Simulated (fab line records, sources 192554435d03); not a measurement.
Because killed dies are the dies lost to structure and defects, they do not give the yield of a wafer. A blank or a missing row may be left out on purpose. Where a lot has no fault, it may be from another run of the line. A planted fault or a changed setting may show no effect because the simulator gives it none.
Chamber matching :: flow n5 finfet :: 3 sister chambers for N5_BEOL_M4_CO_CAP_55 on cvd co-02
The step material Co, precursor CCTBA/H2, target thk 2 nm, time 102.1 s. 36 wafers are shown with their chamber, then 12 later ones without.

WAFERS PAIRED WITH THEIR CHAMBERS
wafer: L075.1
chamber: 1
heater power w (W): 250

wafer: L075.4
chamber: 1
heater power w (W): 255

wafer: L075.6
chamber: 0
heater power w (W): 232

wafer: L079.1
chamber: 1
heater power w (W): 256

wafer: L079.2
chamber: 2
heater power w (W): 222

wafer: L079.3
chamber: 0
heater power w (W): 229

wafer: L080.1
chamber: 0
heater power w (W): 233

wafer: L080.2
chamber: 1
heater power w (W): 258

wafer: L080.3
chamber: 2
heater power w (W): 219

wafer: L080.4
chamber: 0
heater power w (W): 232

wafer: L080.5
chamber: 2
heater power w (W): 218

wafer: L080.6
chamber: 1
heater power w (W): 260

wafer: L081.1
chamber: 2
heater power w (W): 219

wafer: L081.5
chamber: 2
heater power w (W): 218

wafer: L081.6
chamber: 1
heater power w (W): 254

wafer: L085.1
chamber: 2
heater power w (W): 222

wafer: L085.3
chamber: 0
heater power w (W): 231

wafer: L085.4
chamber: 1
heater power w (W): 264

wafer: L084.1
chamber: 1
heater power w (W): 256

wafer: L084.2
chamber: 0
heater power w (W): 234

wafer: L084.3
chamber: 2
heater power w (W): 224

wafer: L084.4
chamber: 1
heater power w (W): 260

wafer: L084.5
chamber: 2
heater power w (W): 223

wafer: L084.6
chamber: 0
heater power w (W): 237

wafer: L089.1
chamber: 2
heater power w (W): 223

wafer: L089.4
chamber: 0
heater power w (W): 238

wafer: L089.6
chamber: 1
heater power w (W): 259

wafer: L090.1
chamber: 0
heater power w (W): 236

wafer: L090.2
chamber: 2
heater power w (W): 225

wafer: L090.3
chamber: 1
heater power w (W): 254

wafer: L090.4
chamber: 0
heater power w (W): 230

wafer: L090.5
chamber: 1
heater power w (W): 255

wafer: L090.6
chamber: 2
heater power w (W): 226

wafer: L091.1
chamber: 2
heater power w (W): 220

wafer: L091.3
chamber: 0
heater power w (W): 237

wafer: L091.6
chamber: 1
heater power w (W): 267

SIGNATURES, as means of the wafers listed above
reading: heater power w
chamber 0: 233.55
chamber 1: 257.54
chamber 2: 221.58
scatter within a chamber: 3.58
Rule: a wafer lies at a distance from a chamber equal to the root of the sum of squares, over the readings, of (its reading less the chamber's mean, divided by the reading's scatter). If the next closest chamber is less than 2 further off than the closest, the wafer can't be placed; otherwise it belongs to the closest. How the scatter is found: for the shown wafers, subtract from each reading the mean of its chamber, square and add these, divide the total by (wafers less chambers), then take the root.

WAFERS WHOSE CHAMBER IS MISSING
wafer: L094.1
heater power w (W): 223

wafer: L094.2
heater power w (W): 241

wafer: L094.5
heater power w (W): 234

wafer: L096.1
heater power w (W): 220

wafer: L096.2
heater power w (W): 235

wafer: L096.3
heater power w (W): 261

wafer: L096.4
heater power w (W): 221

wafer: L096.5
heater power w (W): 236

wafer: L096.6
heater power w (W): 253

wafer: L097.1
heater power w (W): 227

wafer: L097.3
heater power w (W): 232

wafer: L097.5
heater power w (W): 236

CHAMBER TAKEN BY EACH
wafer: L094.1
from the rows above: 2
in truth: 2

wafer: L094.2
from the rows above: 0
in truth: 0

wafer: L094.5
from the rows above: 0
in truth: 0

wafer: L096.1
from the rows above: 2
in truth: 2

wafer: L096.2
from the rows above: 0
in truth: 0

wafer: L096.3
from the rows above: 1
in truth: 1

wafer: L096.4
from the rows above: 2
in truth: 2

wafer: L096.5
from the rows above: 0
in truth: 0

wafer: L096.6
from the rows above: 1
in truth: 1

wafer: L097.1
from the rows above: can't be placed: 2 or 0
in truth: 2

wafer: L097.3
from the rows above: 0
in truth: 0

wafer: L097.5
from the rows above: 0
in truth: 0
Correctly placed: 11 of 12. From these rows, 1 cannot be placed; in 1 the true chamber is one of the candidates. 0 placed wrongly.
